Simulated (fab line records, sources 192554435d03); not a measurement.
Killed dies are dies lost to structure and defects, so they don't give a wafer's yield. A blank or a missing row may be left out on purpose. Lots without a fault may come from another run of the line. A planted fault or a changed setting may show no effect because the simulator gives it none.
Split-lot experiment | flow n5_finfet | 7 lots, 39 wafers read, on a route of 1938 steps

THE SPLIT
At N5_BEOL_M11_DEP_56 (deposits SiCN from 3MS/NH3, target thk 30 nm, time 10.5 s), the setting target_thk_a was moved away from the recipe's 300 angstrom on 12 of the 39 wafers read, by -52.2% to +54.2%. The other wafers ran this setting at the recipe's value.

The reading is taken at the split's own step.

THE READING
SiCN_of_BEOL_M11_DEP_56.thk_nm (the simulator's own value, which no gauge read), in nm, at N5_BEOL_M11_DEP_56 (deposits SiCN from 3MS/NH3, target thk 30 nm, time 10.5 s). The file gives no usual value for it. The 27 wafers here that ran the recipe average 30.0 nm, standard deviation 0.44 nm.

wafer  | tool, chamber at the split | target_thk_a as run, angstrom | against the recipe | SiCN_of_BEOL_M11_DEP_56.thk_nm, nm | against lot-mates on the recipe
L079.1 | pecvd-01, 1                | 300                           | recipe             | 30                                 | -
L079.2 | pecvd-01, 0                | 300                           | recipe             | 29.8                               | -
L079.3 | pecvd-01, 2,0,1            | 300                           | recipe             | 30.2                               | -
L079.4 | pecvd-01, 2,0,1            | 300                           | recipe             | 30.2                               | -
L079.5 | pecvd-01, 2,0,1            | 300                           | recipe             | 30.2                               | -
L079.6 | pecvd-01, 2                | 300                           | recipe             | 31                                 | -
L081.1 | pecvd-04, 1                | 300                           | recipe             | 29                                 | -
L081.4 | pecvd-04, 0,1              | 300                           | recipe             | 29.8                               | -
L081.6 | pecvd-04, 0,1              | 300                           | recipe             | 29.8                               | -
L087.1 | pecvd-02, 1                | 462.5                         | +54.2%             | 46.6                               | +16.3
L087.2 | pecvd-02, 0                | 462.5                         | +54.2%             | 45.8                               | +15.5
L087.3 | pecvd-02, 2                | 462.5                         | +54.2%             | 46                                 | +15.7
L087.4 | pecvd-02, 2                | 300                           | recipe             | 30.4                               | -
L087.5 | pecvd-02, 1                | 300                           | recipe             | 30.6                               | -
L087.6 | pecvd-02, 0                | 300                           | recipe             | 30                                 | -
L089.1 | pecvd-04, 0                | 220.1                         | -26.6%             | 22.4                               | -7.1
L089.5 | pecvd-04, 0                | 220.1                         | -26.6%             | 22.4                               | -7.1
L089.2 | pecvd-04, 2,1              | 300                           | recipe             | 29.4                               | -
L089.3 | pecvd-04, 2,1              | 300                           | recipe             | 29.4                               | -
L089.4 | pecvd-04, 1                | 220.1                         | -26.6%             | 22                                 | -7.5
L089.6 | pecvd-04, 2                | 300                           | recipe             | 29.8                               | -
L088.1 | pecvd-01, 1,2              | 143.4                         | -52.2%             | 14.2                               | -15.6
L088.3 | pecvd-01, 1,2              | 143.4                         | -52.2%             | 14.2                               | -15.6
L088.2 | pecvd-01, 0,1              | 300                           | recipe             | 29.6                               | -
L088.6 | pecvd-01, 0,1              | 300                           | recipe             | 29.6                               | -
L088.4 | pecvd-01, 0                | 300                           | recipe             | 30.2                               | -
L088.5 | pecvd-01, 2                | 143.4                         | -52.2%             | 14.4                               | -15.4
L092.1 | pecvd-01, 2                | 441.1                         | +47.0%             | 43.6                               | +13.5
L092.2 | pecvd-01, 0,1              | 441.1                         | +47.0%             | 43.8                               | +13.7
L092.6 | pecvd-01, 0,1              | 441.1                         | +47.0%             | 43.8                               | +13.7
L092.3 | pecvd-01, 1                | 300                           | recipe             | 29.6                               | -
L092.4 | pecvd-01, 2,0              | 300                           | recipe             | 30.4                               | -
L092.5 | pecvd-01, 2,0              | 300                           | recipe             | 30.4                               | -
L094.1 | pecvd-02, 0                | 300                           | recipe             | 29.6                               | -
L094.5 | pecvd-02, 0                | 300                           | recipe             | 29.6                               | -
L094.2 | pecvd-02, 2                | 300                           | recipe             | 29.8                               | -
L094.3 | pecvd-02, 1                | 300                           | recipe             | 30.2                               | -
L094.4 | pecvd-02, 2                | 300                           | recipe             | 30.4                               | -
L094.6 | pecvd-02, 1                | 300                           | recipe             | 30.6                               | -
Where a row lists several chambers, the file gives one row for several wafers and doesn't say which wafer went through which chamber.

THE FIT
A straight line over all 39 wafers: SiCN_of_BEOL_M11_DEP_56.thk_nm changes by +0.297 nm for each +1% of target_thk_a; r = +1.00; the points scatter about the line by 0.41 nm.
The same after taking each lot's own level away (the mean of its wafers on the recipe; 39 wafers): +0.291 nm for each +1%; r = +1.00; scatter 0.36 nm.
On that fit, the largest move of target_thk_a shifts the reading by 16 nm.
The lots' own levels span 29.53 to 30.33 nm, that is 1.8 times the standard deviation above.
So the lot-to-lot level changes the slope little: the two slopes agree.
Check: with one of the wafers moved furthest among these (+54.2%) left out of the fit, the line predicts +15.7 nm for it against its lot-mates. It came out at +16.3 nm against them.

OTHER SPLITS ON THESE WAFERS
These wafers also went through other splits before the reading. Each is held against what the fit with the lots' levels taken away leaves over:
other split on the same wafers  | wafers away from the commonest value | r with SiCN_of_BEOL_M11_DEP_56.thk_nm (lot level and that fit taken away)
N5_BEOL_M6_PECVD_70 time_s      | 12                                   | +0.05
N5_BEOL_M7_ILD_DEP_00 time_s    | 9                                    | -0.25
N5_BEOL_M10_DEP_56 target_thk_a | 9                                    | +0.23

THE FILE'S OWN FIT
SiCN_of_BEOL_M11_DEP_56.thk_nm changes by +0.291 nm for each +1% of target_thk_a, r = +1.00.
